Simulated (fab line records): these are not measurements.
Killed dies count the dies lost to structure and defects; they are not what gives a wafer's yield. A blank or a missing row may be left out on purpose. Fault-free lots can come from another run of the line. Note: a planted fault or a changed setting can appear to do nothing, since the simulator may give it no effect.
fab line records | flow nand_harc
[record] lots = 15 wafers = 45 last_day = 34
route steps=1302 shown A_CHANNEL_HOLE_D1@472 A_CHANNEL_FILL_D1@492
lots untouched by any fault: they come from a run of this same line in which no faults occurred
start_h: start of the lot's first displayed wafer, in hours after the record's first day | wait_h: hours elapsed since this lot's preceding step | " same as the row above | L1.1+2: a single row standing in for several wafers | - value missing, or start not given | * or withheld: withheld | < > ~ a bound
route shown NAME@n: names a module that has steps shown in the file, with the first one's number in the route | usual: mean/standard deviation taken from wafers without a fault | same: alike in all rows | chamber/n: place in a boat | sites: each site's reading | _std_site: the standard deviation of these | _edge_site: the outer-site mean with the inner-site mean subtracted | radius_mm: for every site, how far away it sits from the centre of the wafer | mask NAME#n: copy n | behind: tool/chamber where the wafer was last shaped | hold: why the lot went on hold/how many hours it stayed there/how the hold came to an end | device: the transistor (n, p or np) that didn't switch | end of line: the tests these same wafers got at the end of their route | a step given without rows: its recipe and nothing more | killed: at the first sort, the dies lost to defects and structure; wafer yield is something else | map: shows each die of a wafer: x if killed, . if not, _ if none is there
set.NAME: the setting that was run; set.NAME@STEP: the one run at that earlier step | model.NAME: the simulator's own value behind a step, which no gauge read
steps of the route over a sample of lots; a table a step, a row a wafer
services: a tool's chamber out of use, with start hour (start_h, from the record's first day; less than 0 if before it), hours out, and reason
[[steps]]
[step NHARC_A_CHANNEL_HOLE_D1_ETCH_20]
[recipe] bias_v = 3000 source_w = withheld pressure_mtorr = 20 time_s = 361.9 ar_flow_sccm = 375 c4f8_flow_sccm = 89.3 o2_flow_sccm = 35.7 temp_c = -20 target_depth_a = 16000 chemistry = C4F8/O2/Ar
[usual] drypump_motor_current_A = 5.4/0.38 o2_flow_sccm = 35.70/0.11 showerhead_plenum_p_Torr = 3.65/0.074 throttle_valve_pct = 32.154/0.0095
// columns lot.wafer tool chamber start_h wait_h drypump_motor_current_A o2_flow_sccm rf_hours_counter_h showerhead_plenum_p_Torr throttle_valve_pct
L540.4 har_etch-01 1 182.47 0.2 4.9 35.60 - 3.73 32.156
L540.5 " 1 " " 4.9 35.50 - 3.73 32.135
L540.6 " 0 " " 5.8 35.77 - 3.57 32.138
L543.2 har_etch-01 1 209.94 0.1 4.9 35.60 103 3.72 32.164
L543.1 " 0 " " 5.8 35.49 103 3.56 32.155
L543.3 " 0 " " 5.8 35.50 - 3.56 32.157
L544.1 har_etch-01 0 219.83 0.1 5.8 35.63 107 3.56 32.144
L544.3 " 1 " " 4.9 35.71 - 3.72 32.144
L544.4 " 0 " " 5.8 35.73 - 3.56 32.160
L546.1 har_etch-01 0 235.58 0.1 5.8 35.75 119 3.56 32.151
L546.3 " 0 " " 5.8 35.81 - 3.56 32.149
L546.5 " 0 " " 5.8 35.77 - 3.56 32.159
L547.1 har_etch-01 0 259.79 0.1 5.9 35.76 130 3.55 32.154
L547.3 " 0 " " 5.8 35.70 - 3.55 32.159
L547.4 " 1 " " 4.9 35.75 - 3.71 32.152
L548.1 har_etch-02 1 263.68 0.1 5.3 35.75 336 3.74 32.145
L548.3 " 1 " " 5.3 35.59 - 3.74 32.142
L548.6 " 0 " " 5.7 35.56 - 3.65 32.155
L549.1 har_etch-01 1 271.59 0.1 4.8 35.88 141 3.70 32.148
L549.4 " 0 " " 5.8 35.84 - 3.54 32.150
L549.6 " 0 " " 5.9 35.78 - 3.54 32.146
L550.2 har_etch-02 0 283.82 0.3 5.7 35.64 - 3.64 32.160
L550.5 " 0 " " 5.7 35.47 - 3.64 32.148
L550.6 " 0 " " 5.7 35.61 - 3.64 32.161
L551.2 har_etch-01 1 285.13 0.1 4.9 35.79 149 3.70 32.154
L551.1 " 0 " " 5.8 35.80 149 3.54 32.149
L551.3 " 1 " " 4.9 35.72 - 3.70 32.164
L556.4 har_etch-02 1 346.41 0.2 5.3 35.67 - 3.72 32.155
L556.3 " 0 " " 5.7 35.85 - 3.62 32.147
L556.6 " 1 " " 5.3 35.58 - 3.72 32.155
L557.4 har_etch-01 1 356.48 0.2 4.9 35.77 - 3.67 32.185
L557.3 " 0 " " 5.8 35.82 - 3.52 32.144
L557.6 " 0 " " 5.8 35.74 - 3.52 32.148
L558.2 har_etch-02 0 358.66 0.1 5.7 35.69 397 3.62 32.149
L558.4 " 1 " " 5.3 35.90 - 3.72 32.163
L558.6 " 0 " " 5.7 35.72 - 3.62 32.143
L559.2 har_etch-02 0 366.53 0.1 5.8 35.72 401 3.62 32.137
L559.6 " 0 " " 5.7 35.73 - 3.62 32.138
L559.5 " 1 " " 5.3 35.78 - 3.72 32.154
L561.2 har_etch-02 0 394.49 0.1 5.7 35.76 0 3.61 32.152
L561.4 " 0 " " 5.7 35.65 - 3.61 32.159
L561.6 " 1 " " 5.3 35.65 - 3.71 32.162
L563.2 har_etch-02 1 411.36 0.1 5.3 35.75 12 3.71 32.150
L563.4 " 0 " " 5.7 35.83 - 3.61 32.161
L563.6 " 0 " " 5.8 35.84 - 3.61 32.162
[step NHARC_A_CHANNEL_HOLE_D1_ETCH_24]
[recipe] bias_v = 5000 source_w = withheld pressure_mtorr = 20 time_s = 906.2 ar_flow_sccm = 375 c4f8_flow_sccm = 93.8 o2_flow_sccm = 31.2 temp_c = -20 target_depth_a = 15000 chemistry = C4F8/O2/Ar
[usual] drypump_motor_current_A = 5.4/0.37 o2_flow_sccm = 31.20/0.09 showerhead_plenum_p_Torr = 3.64/0.074 throttle_valve_pct = 32.234/0.0093
// columns lot.wafer tool chamber start_h wait_h drypump_motor_current_A o2_flow_sccm rf_hours_counter_h showerhead_plenum_p_Torr throttle_valve_pct
L540.4 har_etch-01 1 184.64 0.6 4.9 31.14 - 3.73 32.256
L540.5 " 1 " " 4.9 31.22 - 3.72 32.243
L540.6 " 0 " " 5.8 31.14 - 3.57 32.250
L543.2 har_etch-01 1 211.93 0.6 4.9 31.19 105 3.72 32.218
L543.1 " 0 " " 5.9 31.25 105 3.56 32.244
L543.3 " 0 " " 5.8 31.23 - 3.56 32.242
L544.1 har_etch-01 0 221.92 0.6 5.8 31.37 109 3.56 32.230
L544.3 " 1 " " 4.9 31.31 - 3.71 32.235
L544.4 " 0 " " 5.8 31.32 - 3.56 32.215
L546.1 har_etch-01 0 237.61 0.6 5.8 31.16 121 3.55 32.231
L546.3 " 0 " " 5.8 31.21 - 3.55 32.232
L546.5 " 0 " " 5.8 31.22 - 3.55 32.221
L547.1 har_etch-01 0 261.81 0.6 5.8 31.34 132 3.55 32.226
L547.3 " 0 " " 5.9 31.37 - 3.54 32.239
L547.4 " 1 " " 4.9 31.17 - 3.70 32.227
L548.1 har_etch-02 1 265.77 0.6 5.3 31.26 339 3.74 32.236
L548.3 " 1 " " 5.3 31.18 - 3.74 32.247
L548.6 " 0 " " 5.7 31.26 - 3.65 32.247
L549.1 har_etch-01 1 273.60 0.6 4.9 31.24 143 3.70 32.241
L549.4 " 0 " " 5.8 31.18 - 3.54 32.237
L549.6 " 0 " " 5.8 31.21 - 3.54 32.248
L551.2 har_etch-01 1 287.15 0.6 4.9 30.99 151 3.69 32.224
L551.1 " 0 " " 5.8 31.08 151 3.53 32.220
L551.3 " 1 " " 4.9 31.02 - 3.69 32.241
L550.2 har_etch-02 0 288.01 1.2 5.7 31.18 - 3.64 32.236
L550.5 " 0 " " 5.7 31.22 - 3.64 32.238
L550.6 " 0 " " 5.7 31.16 - 3.64 32.234
L556.4 har_etch-02 1 348.57 0.6 5.3 31.23 - 3.72 32.239
L556.3 " 0 " " 5.7 31.19 - 3.62 32.245
L556.6 " 1 " " 5.3 31.30 - 3.72 32.234
L557.4 har_etch-01 1 358.65 0.6 4.9 31.01 - 3.67 32.242
L557.3 " 0 " " 5.8 31.18 - 3.51 32.234
L557.6 " 0 " " 5.8 31.23 - 3.51 32.226
L558.2 har_etch-02 0 360.70 0.6 5.7 31.37 399 3.61 32.232
L558.4 " 1 " " 5.3 31.15 - 3.71 32.230
L558.6 " 0 " " 5.7 31.27 - 3.61 32.232
L559.2 har_etch-02 0 368.56 0.6 5.7 31.10 403 3.61 32.236
L559.6 " 0 " " 5.7 31.21 - 3.61 32.231
L559.5 " 1 " " 5.3 31.17 - 3.71 32.231
L561.2 har_etch-02 0 396.60 0.6 5.7 31.02 2 3.61 32.236
L561.4 " 0 " " 5.7 31.11 - 3.61 32.239
L561.6 " 1 " " 5.3 31.12 - 3.71 32.221
L563.2 har_etch-02 1 413.36 0.6 5.3 31.20 14 3.70 32.236
L563.4 " 0 " " 5.7 31.22 - 3.60 32.253
L563.6 " 0 " " 5.7 31.28 - 3.60 32.246
[step NHARC_A_CHANNEL_FILL_D1_ALD_02]
[recipe] target_thk_a = 60 pulse_time_s = 10 ald_cycles = 60 temp_c = 300 material = SiO2
[usual] ald_cycles = 60/0 heater_power_outer_w = 250/31 heater_power_w = 440/56 precursor_pulse_height_rel = 1.000/0.02 pulse_time_s = 10/0
// columns lot.wafer tool chamber start_h wait_h ald_cycles heater_power_outer_w heater_power_w precursor_pulse_height_rel pulse_time_s
L540.4 ald_hk-04 1 191.78 - 60 272 496 0.997 10
L540.6 " 1 " " 60 276 499 1.030 10
L540.5 " 2 " " 60 288 521 0.983 10
L543.2 ald_hk-04 2 215.69 - 60 292 500 0.963 10
L543.3 " 3 " " 60 296 483 0.989 10
L543.1 " 0 " " 60 267 444 1.002 10
L544.4 ald_hk-02 0 225.56 - 60 265 476 1.030 10
L544.1 " 2 " " 60 219 372 0.999 10
L544.3 " 3 " " 60 219 392 0.965 10
L546.3 ald_hk-03 2 241.50 - 60 251 443 0.996 10
L546.1 " 0 " " 60 257 517 0.991 10
L546.5 " 2 " " 60 257 431 0.991 10
L547.3 ald_hk-02 1 265.58 - 60 194 345 0.987 10
L547.1 " 2 " " 60 218 366 1.012 10
L547.4 " 3 " " 60 219 394 0.988 10
L548.1 ald_hk-02 2 269.42 - 60 220 362 1.016 10
L548.3 " 1 " " 60 196 366 1.005 10
L548.6 " 2 " " 60 215 369 1.007 10
L549.4 ald_hk-04 2 277.66 - 60 280 500 1.002 10
L549.1 " 3 " " 60 308 491 0.987 10
L549.6 " 1 " " 60 287 491 0.998 10
L551.2 ald_hk-02 2 290.94 - 60 218 373 0.994 10
L551.1 " 0 " " 60 273 484 0.976 10
L551.3 " 1 " " 60 197 352 1.042 10
L550.2 ald_hk-04 2 293.74 0.3 60 275 517 0.973 10
L550.5 " 0 " " 60 242 424 0.999 10
L550.6 " 1 " " 60 281 508 0.994 10
L556.3 ald_hk-03 3 352.16 - 60 247 440 1.012 10
L556.4 " 1 " " 60 269 482 0.984 10
L556.6 " 2 " " 60 247 445 0.993 10
L557.4 ald_hk-02 1 362.27 - - - - - -
L557.3 " 3 " " - - - - -
L557.6 " 0 " " - - - - -
L558.4 ald_hk-04 2 364.44 - - - - - -
L558.2 " 3 " " - - - - -
L558.6 " 2 " " - - - - -
L559.2 ald_hk-03 3 374.14 1.9 - - - - -
L559.5 " 3 " " - - - - -
L559.6 " 0 " " - - - - -
L561.4 ald_hk-04 2 402.75 2.6 60 275 494 0.998 10
L561.2 " 3 " " 60 302 485 1.014 10
L561.6 " 2 " " 60 280 503 1.012 10
L563.4 ald_hk-03 2 417.23 - 60 242 427 1.011 10
L563.2 " 0 " " 60 261 505 1.010 10
L563.6 " 2 " " 60 243 434 0.986 10
[step NHARC_A_CHANNEL_FILL_D1_STRIP_28]
[recipe] time_s = 20 o2_flow_sccm = 500 ar_flow_sccm = 0 bias_w = 0 chemistry = O2
[usual] drypump_motor_current_A = 5.9/0.38 o2_flow_sccm = 500.1/1.5 oes_product_au = 0.998/0.0071 rf_vpp_V = 57.6/0.89 showerhead_plenum_p_Torr = 3.48/0.15 throttle_valve_pct = 17.037/0.0091
// columns lot.wafer tool chamber start_h wait_h drypump_motor_current_A o2_flow_sccm oes_product_au rf_hours_counter_h rf_vpp_V showerhead_plenum_p_Torr throttle_valve_pct
L540.4 rie_diel-02 2 216.27 0.1 5.7 501.2 1.010 8.5 59.0 3.48 17.033
L540.6 " 1 " " 6.0 498.1 0.993 - 59.5 3.76 17.033
L540.5 " 2 " " 5.7 500.3 1.004 - 57.5 3.48 17.042
L543.2 rie_diel-02 1 240.07 0.1 6.0 496.5 0.993 0.4 56.7 3.76 17.037
L543.1 " 2 " " 5.7 500.1 0.994 0.4 58.0 3.48 17.035
L543.3 " 3 " " 5.4 501.2 0.998 0.7 56.5 3.33 17.037
L544.1 rie_diel-04 2 250.16 0.1 6.4 502.0 1.006 4.1 58.7 3.44 17.023
L544.4 " 3 " " 5.8 499.9 1.009 3.4 57.7 3.43 17.037
L544.3 " 0 " " 5.8 502.0 1.013 4.5 57.4 3.53 17.041
L546.3 rie_diel-04 3 267.60 0.1 5.8 501.8 1.006 4.3 57.0 3.43 17.046
L546.1 " 1 " " 5.6 500.5 1.002 5.4 56.1 3.30 17.039
L546.5 " 0 " " 5.8 500.6 1.000 - 56.6 3.53 17.046
L547.3 rie_diel-10 3 290.55 0.1 6.3 500.6 0.998 2.3 58.0 3.30 17.018
L547.1 " 0 " " 6.6 502.9 1.005 2.5 56.6 3.37 17.058
L547.4 " 1 " " 5.1 499.2 1.002 2.3 58.4 3.65 17.045
L548.3 rie_diel-02 1 294.19 0.1 6.0 499.7 1.002 1.7 57.7 3.76 17.043
L548.1 " 3 " " 5.4 501.5 0.992 2.4 58.8 3.33 17.046
L548.6 " 2 " " 5.8 498.2 0.999 - 57.8 3.48 17.023
L549.1 rie_diel-04 2 302.15 0.1 6.4 498.9 0.989 6.4 57.3 3.44 17.038
L549.4 " 3 " " 5.8 500.9 0.997 6.2 58.0 3.43 17.045
L549.6 " 2 " " 6.3 500.4 0.995 - 56.7 3.44 17.056
L550.2 rie_diel-04 0 318.73 0.1 5.7 498.7 1.019 8.5 56.9 3.53 17.028
L550.5 " 0 " " 5.8 499.2 1.013 - 58.0 3.53 17.039
L550.6 " 1 " " 5.6 498.0 0.998 - 57.3 3.30 17.045
L551.2 rie_diel-02 0 318.73 0.1 6.3 499.4 0.996 2.9 57.7 3.63 17.051
L551.1 " 2 " " 5.7 497.7 0.994 3.4 56.2 3.48 17.050
L551.3 " 3 " " 5.4 502.6 0.988 3.2 59.0 3.33 17.032
L556.3 rie_diel-02 2 376.82 0.1 5.7 496.5 0.988 5.1 58.6 3.47 17.042
L556.6 " 1 " " 6.0 498.7 0.989 - 58.1 3.76 17.025
L556.4 " 2 " " 5.8 498.7 0.990 - 57.0 3.47 17.033
L557.3 rie_diel-04 3 387.18 0.1 5.7 499.1 1.001 1.3 56.7 3.42 17.016
L557.4 " 1 " " 5.6 500.0 0.988 0.9 57.0 3.30 17.036
L557.6 " 2 " " 6.4 500.0 0.999 - 58.0 3.44 17.043
L558.2 rie_diel-10 2 387.21 0.1 5.8 501.3 0.991 8.8 56.9 3.31 17.030
L558.4 " 3 " " 6.3 500.5 1.003 7.1 55.0 3.30 17.036
L558.6 " 1 " " 5.2 499.8 0.994 - 58.7 3.65 17.008
L559.2 rie_diel-04 3 398.34 0.1 5.7 500.6 1.005 2.1 57.3 3.42 17.039
L559.5 " 2 " " 6.4 503.1 0.999 - 57.4 3.44 17.033
L559.6 " 3 " " 5.7 499.3 1.010 - 56.5 3.42 17.051
L561.4 rie_diel-10 2 429.08 0.1 5.8 503.0 0.988 0.0 57.4 3.31 17.034
L561.2 " 3 " " 6.3 501.0 0.998 0.0 58.8 3.30 17.027
L561.6 " 1 " " 5.1 500.5 1.007 - 58.5 3.64 17.045
L563.4 rie_diel-10 2 441.47 0.1 5.7 500.0 0.993 0.7 58.1 3.31 17.040
L563.2 " 3 " " 6.3 502.6 0.983 0.8 58.8 3.30 17.039
L563.6 " 1 " " 5.2 499.1 0.992 - 58.4 3.64 17.035
[[services]]
// columns tool chamber start_h hours kind
rie_diel-02 - 166.78 1.2 repair
ald_hk-02 - 170.50 10.0 pm
rie_diel-04 - 177.90 9.0 pm
rie_diel-02 - 205.43 1.9 repair
ald_hk-04 - 210.50 0.4 repair
rie_diel-02 - 216.70 9.0 pm
har_etch-01 - 224.21 2.2 repair
rie_diel-04 3 225.27 8.1 repair
ald_hk-02 - 251.49 1.9 repair
ald_hk-04 - 254.33 10.0 pm
rie_diel-04 2 266.46 4.8 repair
rie_diel-04 0 296.28 1.6 repair
rie_diel-04 - 299.33 2.6 repair
rie_diel-04 - 302.68 0.5 repair
rie_diel-02 - 308.85 0.6 repair
rie_diel-04 - 341.33 1.8 repair
rie_diel-02 3 347.78 4.5 repair
ald_hk-02 - 348.50 10.0 pm
har_etch-01 - 354.24 1.8 repair
rie_diel-04 - 354.90 9.0 pm
rie_diel-02 0 363.89 69.9 repair
har_etch-02 - 377.00 17.0 pm
rie_diel-04 1 389.77 7.9 repair
ald_hk-04 - 432.33 10.0 pm
[[key]]
[first_sign] step = NHARC_A_CHANNEL_FILL_D1_ALD_02 reading = tool_record direction = missing
effect none on later readings
met_at NHARC_A_CHANNEL_FILL_D1_ALD_02
struck_lots L557,L558,L559
later_rows_left_out L557.3,L557.4,L557.6,L558.2,L558.4,L558.6,L559.2,L559.5,L559.6
sort_left_out L557.3,L557.4,L557.6,L558.2,L558.4,L558.6,L559.2,L559.5,L559.6
tester_left_out L557,L558,L559
not_acting_at NHARC_A_CHANNEL_HOLE_D1_ETCH_20,NHARC_A_CHANNEL_HOLE_D1_ETCH_24,NHARC_A_CHANNEL_FILL_D1_STRIP_28
onset_between 352.16 362.27
[fault] kind = skipped_step_whole tool = ald_hk-02,ald_hk-03,ald_hk-04 chamber = - onset_h = 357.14 steps = NHARC_A_CHANNEL_FILL_D1_ALD_02 scope = struck_lots_only
// tester_left_out: of these lots the tester's yield and bins aren't shown, on N5 and GAA mostly nor the transistor test; their killed dies are dies lost to structure and defects alone, not to doping, threshold or leakage, so they don't give the yield
// sort_left_out: the simulated sort isn't trusted on such a fault, so these wafers' sort isn't shown, and their yield isn't known
// later_rows_left_out: the simulator's readings of these wafers behind a module that went badly wrong aren't trusted and aren't shown, but for the sort
